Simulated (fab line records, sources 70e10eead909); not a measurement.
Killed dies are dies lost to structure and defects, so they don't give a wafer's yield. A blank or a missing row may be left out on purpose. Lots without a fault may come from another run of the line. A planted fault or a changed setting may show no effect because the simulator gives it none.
Chamber matching | flow nand_harc | NHARC_A_CHANNEL_FILL_D2_ALD_25 on ald_hk-01: 4 sister chambers
The step deposits SiOx, target thk 60 nm, pulse time 10 s, ald cycles 600. 22 wafers are shown with their chamber, then 11 later ones without.

WAFERS WITH THEIR CHAMBER
wafer  | chamber | heater_power_w (W) | precursor_pulse_height_rel
L074.1 | 0       | 465                | 0.986
L074.3 | 1       | 568                | 1.005
L074.4 | 3       | 341                | 1.006
L077.3 | 1       | 566                | 0.974
L077.1 | 0       | 463                | 0.966
L077.2 | 3       | 351                | 0.992
L078.4 | 1       | 569                | 1.010
L078.5 | 3       | 355                | 0.990
L078.6 | 0       | 465                | 1.006
L079.1 | 1       | 578                | 1.020
L079.4 | 2       | 341                | 1.018
L079.6 | 0       | 465                | 0.994
L083.3 | 2       | 349                | 1.003
L083.5 | 1       | 573                | 0.975
L083.6 | 0       | 474                | 1.002
L085.1 | 2       | 349                | 0.962
L085.5 | 2       | 341                | 1.014
L085.6 | 1       | 575                | 0.968
L089.1 | 2       | 336                | 1.002
L089.2 | 0       | 472                | 1.007
L089.6 | 2       | 339                | 0.998
L090.2 | 3       | 375                | 0.990

SIGNATURES (means of the wafers above)
reading                    | chamber 0 | chamber 1 | chamber 2 | chamber 3 | scatter within a chamber
heater_power_w             | 467.33    | 571.50    | 342.50    | 355.50    | 7.31
precursor_pulse_height_rel | 0.99350   | 0.99200   | 0.99950   | 0.99450   | 0.018
Rule: a wafer's distance from a chamber is the root of the sum, over the readings, of the square of ((its reading less the chamber's mean) divided by the reading's scatter). The wafer belongs to the nearest chamber; if the next one is less than 2 further off, it can't be placed. The scatter: the root of (the sum of the squares of (reading less its chamber's mean) over the shown wafers, divided by (wafers less chambers)).

WAFERS WITHOUT THEIR CHAMBER
wafer  | heater_power_w (W) | precursor_pulse_height_rel
L090.4 | 334                | 0.999
L090.5 | 371                | 1.029
L092.4 | 565                | 0.987
L092.1 | 367                | 1.025
L092.6 | 467                | 1.019
L093.2 | 374                | 0.997
L093.4 | 473                | 1.017
L093.6 | 376                | 0.982
L097.1 | 567                | 1.010
L097.4 | 343                | 0.988
L097.5 | 579                | 0.981

WHICH CHAMBER EACH WENT THROUGH
wafer  | from the rows above     | in truth
L090.4 | can't be placed: 2 or 3 | 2
L090.5 | can't be placed: 3 or 2 | 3
L092.4 | 1                       | 1
L092.1 | can't be placed: 3 or 2 | 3
L092.6 | 0                       | 0
L093.2 | can't be placed: 3 or 2 | 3
L093.4 | 0                       | 0
L093.6 | can't be placed: 3 or 2 | 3
L097.1 | 1                       | 1
L097.4 | can't be placed: 2 or 3 | 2
L097.5 | 1                       | 1
Placed correctly: 5 of 11. Can't be placed from these rows: 6 (the true chamber is among the candidates in 6). Placed wrongly: 0.
